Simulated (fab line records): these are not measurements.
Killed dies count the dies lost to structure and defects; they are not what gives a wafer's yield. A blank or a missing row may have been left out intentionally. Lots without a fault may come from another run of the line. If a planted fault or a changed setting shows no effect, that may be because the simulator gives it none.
Split-lot trial	flow n5-finfet	on a route of 1938 steps: 7 lots, 21 wafers read

== THE SPLIT ITSELF ==
At N5_SD_EPI_N_EPI_21 (deposits Si:P, time 690 s), the setting temp-c was moved away from the recipe's 680 C on 9 of the 21 wafers read, by -0.5% to +0.4%. The other wafers ran this setting at the recipe's value.

== FROM THE SPLIT TO THE READING: what the file shows between them, 7 steps ==
- N5_SD_EPI_N_PRECLEAN_24: cleans in O3/DIW, time 60 s
- N5_SD_EPI_P_EPI_21: deposits SiGe:B, time 355 s
- N5_SD_EPI_P_HM_STRIP_48: strips SiNx in H3PO4, material SiNx, target depth 3 nm
- N5_SD_EPI_P_SRD_49: time 30 s
- N5_SD_EPI_P_PRECLEAN_24: cleans in O3/DIW, time 45 s
- N5_SD_ACTIVATION_RTA_00: time 0 s
- N5_SD_ACTIVATION_LSA_01: time 0.0008 s

== THE READING ==
At N5_SD_ACTIVATION_RS_MEAS_03, a four-point-probe measurement gives RS_SD_N in ohm/sq. On this fab line, fault-free wafers typically give 21.89 ohm/sq with a standard deviation of 0.29 ohm/sq.

wafer	tool, chamber at the split	temp-c as run, C	against the recipe	RS_SD_N, ohm/sq	against lot-mates on the recipe
L074.1	epi-rpcvd-03, 0	681.6	+0.2%	21.12	-0.75
L074.2	epi-rpcvd-03, 0	680	recipe	21.87	-
L074.5	epi-rpcvd-03, 0	681.6	+0.2%	21.31	-0.56
L075.1	epi-rpcvd-02, 0	680	recipe	22.13	-
L075.2	epi-rpcvd-02, 0	680	recipe	22.08	-
L075.3	epi-rpcvd-02, 0	680	recipe	22.12	-
L078.1	epi-rpcvd-03, 0	680	recipe	22.54	-
L078.4	epi-rpcvd-03, 0	676.8	-0.5%	23.60	+1.06
L078.5	epi-rpcvd-03, 0	676.8	-0.5%	23.35	+0.81
L083.3	epi-rpcvd-02, 0	678.4	-0.2%	21.83	+0.03
L083.5	epi-rpcvd-02, 0	678.4	-0.2%	22.06	+0.26
L083.6	epi-rpcvd-02, 0	680	recipe	21.80	-
L094.1	epi-rpcvd-02, 0	680	recipe	22.30	-
L094.2	epi-rpcvd-02, 0	680	recipe	21.87	-
L094.3	epi-rpcvd-02, 0	680	recipe	22.54	-
L096.2	epi-rpcvd-04, 0	680	recipe	21.81	-
L096.3	epi-rpcvd-04, 0	678.6	-0.2%	22.33	+0.52
L096.4	epi-rpcvd-04, 0	678.6	-0.2%	22.23	+0.42
L097.3	epi-rpcvd-02, 0	680	recipe	21.69	-
L097.4	epi-rpcvd-02, 0	682.9	+0.4%	20.98	-0.89
L097.5	epi-rpcvd-02, 0	680	recipe	22.06	-

FIT RESULTS
A straight line over all 21 wafers: RS_SD_N changes by -2.48 ohm/sq for each +1% of temp-c; r = -0.85; the points scatter about the line by 0.34 ohm/sq.
The same after taking each lot's own level away (the mean of its wafers on the recipe; 21 wafers): -2.01 ohm/sq for each +1%; r = -0.92; scatter 0.18 ohm/sq.
That fit puts the effect of the largest move of temp-c on the reading at 0.95 ohm/sq.
The lots' own levels span 21.800 to 22.540 ohm/sq, that is 2.6 times the standard deviation above.
Hence the slope depends on the lot-to-lot level, as the two fits are not the same.
Check: +0.848 ohm/sq against its lot-mates is what the line predicts for one of the wafers moved furthest among these (-0.5%) when that wafer is left out of the fit. Against them it came out at +1.06 ohm/sq.

== THE WHOLE CHAIN: every reading that the file lists as answering this split, in the file's order ==
step	what it does	reading	change (the file's fit)	r (the file's)
N5_SD_EPI_N_EPI_21	deposits Si:P, time 690 s	Si-P_of_SD_EPI_N_EPI_21.thk-nm (the simulator's own value, which no gauge read)	+6.16 nm for each +1% of the setting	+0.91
N5_SD_EPI_P_HM_STRIP_48	strips SiNx in H3PO4, material SiNx, target depth 3 nm	Si-P_of_SD_EPI_N_EPI_21.thk-nm (the simulator's own value, which no gauge read)	+6.12 nm for each +1% of the setting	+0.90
N5_SD_ACTIVATION_RS_MEAS_03	measures by four-point-probe	RS_SD_N	-2 for each +1% of the setting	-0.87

== FILE'S OWN FIT ==
RS_SD_N changes by -2 ohm/sq for each +1% of temp-c, r = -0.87.
